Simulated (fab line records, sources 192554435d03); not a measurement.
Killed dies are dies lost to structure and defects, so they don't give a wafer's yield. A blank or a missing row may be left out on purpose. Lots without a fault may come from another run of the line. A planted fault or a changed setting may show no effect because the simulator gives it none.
One fault seen from 2 desks | flow n5_finfet | each desk has only its own numbers; what lay behind them comes last

THE DEFECT DESK
What the inspections along the route counted, lot by lot: means of the sampled wafers that have a number. A lot is out of limits, marked OUT, if its mean lies more than 4 standard deviations from the usual mean; the brackets give that distance.
Columns: A = raw_defect_count at N5_SD_ACTIVATION_INSPECT_02, usual 164
lot  | first seen here | A
L853 | day 3 17:56     | 185
L855 | day 4 04:55     | 169
L858 | day 5 00:40     | 116
L861 | day 5 19:49     | 139
L862 | day 6 01:23     | 176
L863 | day 6 06:55     | 131
L867 | day 7 03:25     | 156
L870 | day 7 22:26     | 154
L872 | day 8 10:47     | 180
L874 | day 9 04:08     | 132
This desk's finding: nothing out of limits on any of the 10 lots.

THE TOOL OWNER'S DESK: rie_diel-03
The tool's own readings at N5_SDB_HM_OPEN_20 (chemistry CH3F/O2, target SiNx, stops on poly-Si, target depth 24 nm): means of the sampled wafers that have a number, for each lot that ran on this tool. A lot is out of limits, marked OUT, if its mean lies more than 4 standard deviations from the usual mean; the brackets give that distance.
Columns: A = bias_w at N5_SDB_HM_OPEN_20, usual 73.02 W; B = drypump_motor_current_A at N5_SDB_HM_OPEN_20, usual 5.7 A; C = oes_product_au at N5_SDB_HM_OPEN_20, usual 0.66 a.u.; D = rf_fwd_power_W at N5_SDB_HM_OPEN_20, usual 392.2 W; E = rf_vpp_V at N5_SDB_HM_OPEN_20, usual 302 V; F = showerhead_plenum_p_Torr at N5_SDB_HM_OPEN_20, usual 2.00 Torr; G = throttle_valve_pct at N5_SDB_HM_OPEN_20, usual 16.34 %
lot  | first seen here | A     | B   | C    | D     | E   | F    | G
L853 | day 4 01:29     | 72.94 | 5.8 | 0.65 | 392.5 | 305 | 2.01 | 16.31
L862 | day 6 08:50     | 73.03 | 6.2 | 0.58 | 392.3 | 305 | 1.95 | 16.18
L863 | day 6 14:38     | 73.06 | 5.9 | 0.59 | 391.0 | 303 | 1.92 | 16.24
L867 | day 7 10:34     | 73.22 | 6.1 | 0.58 | 392.4 | 304 | 1.94 | 16.41
L870 | day 8 06:10     | 73.16 | 6.0 | 0.66 | 392.8 | 307 | 2.05 | 16.27
L872 | day 8 19:11     | 73.44 | 6.4 | 0.58 | 393.0 | 308 | 1.98 | 16.20
This desk's finding: nothing out of limits on any of the 6 lots.

PUT TOGETHER
The defect desk saw nothing out of limits.
The tool owner's desk saw nothing out of limits.

WHAT THE SIMULATOR HAD PUT IN
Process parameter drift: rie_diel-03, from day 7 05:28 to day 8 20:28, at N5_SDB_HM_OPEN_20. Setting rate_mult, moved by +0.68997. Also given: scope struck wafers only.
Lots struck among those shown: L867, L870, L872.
